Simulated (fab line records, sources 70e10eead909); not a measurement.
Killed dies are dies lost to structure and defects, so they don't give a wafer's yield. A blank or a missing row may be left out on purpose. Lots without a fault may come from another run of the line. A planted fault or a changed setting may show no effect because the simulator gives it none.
Chamber matching | flow nand_harc | NHARC_A_STAIRCASE_DEP_151 on pecvd-03: 3 sister chambers
The step deposits SiO2, target thk 7200 nm. 3 wafers are shown with their chamber, then 12 later ones without.

WAFERS WITH THEIR CHAMBER
wafer  | chamber | heater_power_w (W)
L085.5 | 0       | 556
L087.5 | 2       | 602
L087.6 | 1       | 772

WAFERS WITHOUT THEIR CHAMBER
wafer  | heater_power_w (W)
L093.1 | 853
L093.2 | 616
L093.4 | 589
L095.1 | 621
L095.3 | 860
L095.6 | 592
L095.2 | 753
L095.4 | 599
L095.5 | 743
L097.2 | 642
L097.4 | 594
L097.6 | 744

WHICH CHAMBER EACH WENT THROUGH
wafer  | from the rows above     | in truth
L093.1 | 1                       | 1
L093.2 | can't be placed: 2 or 0 | 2
L093.4 | can't be placed: 2 or 0 | 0
L095.1 | can't be placed: 2 or 0 | 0
L095.3 | 1                       | 1
L095.6 | can't be placed: 2 or 0 | 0
L095.2 | 1                       | 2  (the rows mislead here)
L095.4 | can't be placed: 2 or 0 | 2
L095.5 | 1                       | 1
L097.2 | can't be placed: 2 or 0 | 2
L097.4 | can't be placed: 2 or 0 | 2
L097.6 | 1                       | 1
Placed correctly: 4 of 12. Can't be placed from these rows: 7 (the true chamber is among the candidates in 7). Placed wrongly: 1.
How it was worked out, from the rows above alone: a wafer's distance from a chamber is the root of the sum, over the readings, of the square of ((its reading less the chamber's mean) divided by the reading's scatter). The wafer belongs to the nearest chamber; if the next one is less than 2 further off, it can't be placed. A chamber's mean is the mean of its shown wafers. The scatter: with one shown wafer a chamber, the root of the mean of the squares of how far each hidden wafer lies from its nearest shown one.
